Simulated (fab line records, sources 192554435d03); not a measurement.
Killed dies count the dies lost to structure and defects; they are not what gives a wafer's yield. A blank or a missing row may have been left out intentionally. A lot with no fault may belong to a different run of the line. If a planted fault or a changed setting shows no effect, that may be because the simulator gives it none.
Chamber matching -- flow n5Finfet -- 4 sister chambers for N5_MOL_CONTACT_COAG_ETCH_106 on rieDiel-05
The step etches SOC in N2/H2, target depth 80 nm, overetch 16 nm, time 120 s. 8 wafers are shown with their chamber, then 6 later ones without.

== WAFERS, EACH WITH ITS CHAMBER ==
wafer,chamber,drypumpMotorCurrentA (A),throttleValvePct (%)
L305.3,0,5.7,17.67
L306.2,1,5.1,17.98
L306.3,3,6.5,18.16
L306.5,0,5.8,17.70
L307.5,1,5.1,17.98
L307.6,2,5.5,17.77
L311.1,3,6.5,18.22
L311.3,2,5.5,17.37

== WAFERS WHOSE CHAMBER IS MISSING ==
wafer,drypumpMotorCurrentA (A),throttleValvePct (%)
L311.6,6.5,18.22
L313.3,6.5,18.22
L313.4,5.5,17.36
L313.5,5.5,17.38
L325.2,6.5,18.26
L325.4,5.5,17.42

== THE CHAMBER EACH PASSED THROUGH ==
wafer,from the rows above,in truth
L311.6,3,3
L313.3,3,3
L313.4,2,2
L313.5,2,2
L325.2,3,3
L325.4,2,2
6 of 6 placed correctly. From these rows, 0 cannot be placed. 0 placed wrongly.
How it was worked out, from the rows above alone: a wafer's distance from a chamber is the root of the sum, over the readings, of the square of ((its reading less the chamber's mean) divided by the reading's scatter). The wafer belongs to the nearest chamber; if the next one is less than 2 further off, it can't be placed. Each chamber's mean is taken over the wafers shown for it. The scatter is the square root of a quotient: the sum, over the shown wafers, of each reading's squared deviation from its chamber's mean, divided by wafers minus chambers.
